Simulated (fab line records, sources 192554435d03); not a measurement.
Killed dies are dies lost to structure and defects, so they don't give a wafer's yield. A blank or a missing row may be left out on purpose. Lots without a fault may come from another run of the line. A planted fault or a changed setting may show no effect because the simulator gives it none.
Split-lot experiment | flow n5_finfet | 7 lots, 21 wafers read, on a route of 1938 steps

THE SPLIT
At N5_SD_EPI_N_PEB_07 (peb time 60 s), the setting peb_temp_c was moved away from the recipe's 110 C on 8 of the 21 wafers read, by -2.6% to +3.1%. The other wafers ran this setting at the recipe's value.

FROM THE SPLIT TO THE READING: what the file shows between them, 1 step
- N5_SD_EPI_N_DEVELOP_08: develop time 30 s

THE READING
cd_nm, in nm, at N5_SD_EPI_N_CD_MEAS_09 (target cd 120 nm). Fault-free wafers of this fab line usually give 120.6 nm, standard deviation 0.69 nm.

wafer  | tool, chamber at the split | peb_temp_c as run, C | against the recipe | cd_nm, nm | against lot-mates on the recipe
L074.1 | litho_track-05, 0          | 110                  | recipe             | 120.9     | -
L074.3 | litho_track-05, 0          | 107.1                | -2.6%              | 113.1     | -7.8
L074.5 | litho_track-05, 0          | 107.1                | -2.6%              | 114.0     | -6.9
L083.2 | litho_track-04, 0          | 110                  | recipe             | 120.1     | -
L083.4 | litho_track-04, 0          | 111.2                | +1.1%              | 123.4     | +3.5
L083.5 | litho_track-04, 0          | 110                  | recipe             | 119.7     | -
L086.4 | litho_track-05, 0          | 110                  | recipe             | 121.0     | -
L086.5 | litho_track-05, 0          | 113.4                | +3.1%              | 128.8     | +7.8
L086.6 | litho_track-05, 0          | 113.4                | +3.1%              | 129.6     | +8.6
L087.2 | litho_track-04, 0          | 110                  | recipe             | 119.7     | -
L087.3 | litho_track-04, 0          | 107.1                | -2.6%              | 111.6     | -8.1
L087.5 | litho_track-04, 0          | 107.1                | -2.6%              | 112.3     | -7.4
L091.1 | litho_track-05, 0          | 110                  | recipe             | 121.1     | -
L091.3 | litho_track-05, 0          | 110                  | recipe             | 121.1     | -
L091.4 | litho_track-05, 0          | 110                  | recipe             | 120.9     | -
L093.2 | litho_track-04, 0          | 110                  | recipe             | 120.2     | -
L093.5 | litho_track-04, 0          | 110                  | recipe             | 120.1     | -
L093.6 | litho_track-04, 0          | 111.7                | +1.5%              | 125.2     | +5.0
L097.1 | litho_track-04, 0          | 110                  | recipe             | 120.0     | -
L097.2 | litho_track-04, 0          | 110                  | recipe             | 118.4     | -
L097.6 | litho_track-04, 0          | 110                  | recipe             | 119.7     | -

THE FIT
A straight line over all 21 wafers: cd_nm changes by +2.88 nm for each +1% of peb_temp_c; r = +0.99; the points scatter about the line by 0.76 nm.
The same after taking each lot's own level away (the mean of its wafers on the recipe; 21 wafers): +2.81 nm for each +1%; r = +1.00; scatter 0.45 nm.
On that fit, the largest move of peb_temp_c shifts the reading by 8.7 nm.
The lots' own levels span 119.37 to 121.03 nm, that is 2.4 times the standard deviation above.
So the lot-to-lot level changes the slope little: the two slopes agree.
Check: with one of the wafers moved furthest among these (+3.1%) left out of the fit, the line predicts +8.95 nm for it against its lot-mates. It came out at +7.8 nm against them.

OTHER SPLITS ON THESE WAFERS
These wafers also went through other splits before the reading. Each is held against what the fit with the lots' levels taken away leaves over:
other split on the same wafers            | wafers away from the commonest value | r with cd_nm (lot level and that fit taken away)
N5_ZERO_LAYER_PECVD_02 time_s             | 7                                    | -0.12
N5_PMOS_HMC_CHANNEL_EPI_PEB_07 peb_temp_c | 6                                    | -0.07
N5_FIN_CUT_EXPOSE_05 dose_mj              | 6                                    | -0.07

THE WHOLE CHAIN: every reading that the file lists as answering this split, in the file's order
step                   | what it does                                     | reading                                                         | change (the file's fit)              | r (the file's)
N5_SD_EPI_N_CD_MEAS_09 | target cd 120 nm                                 | cd_nm                                                           | +2.85 nm for each +1% of the setting | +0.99
N5_SD_EPI_N_DESCUM_14  | chemistry O2, time 7.9 s                         | SD_EPI_N.cd_nm (the simulator's own value, which no gauge read) | +2.86 nm for each +1% of the setting | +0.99
N5_SD_EPI_N_ETCH_35    | etches SOC in N2/H2, overetch 108 nm, time 486 s | SD_EPI_N.cd_nm (the simulator's own value, which no gauge read) | +2.75 nm for each +1% of the setting | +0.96

THE FILE'S OWN FIT
cd_nm changes by +2.85 nm for each +1% of peb_temp_c, r = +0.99.
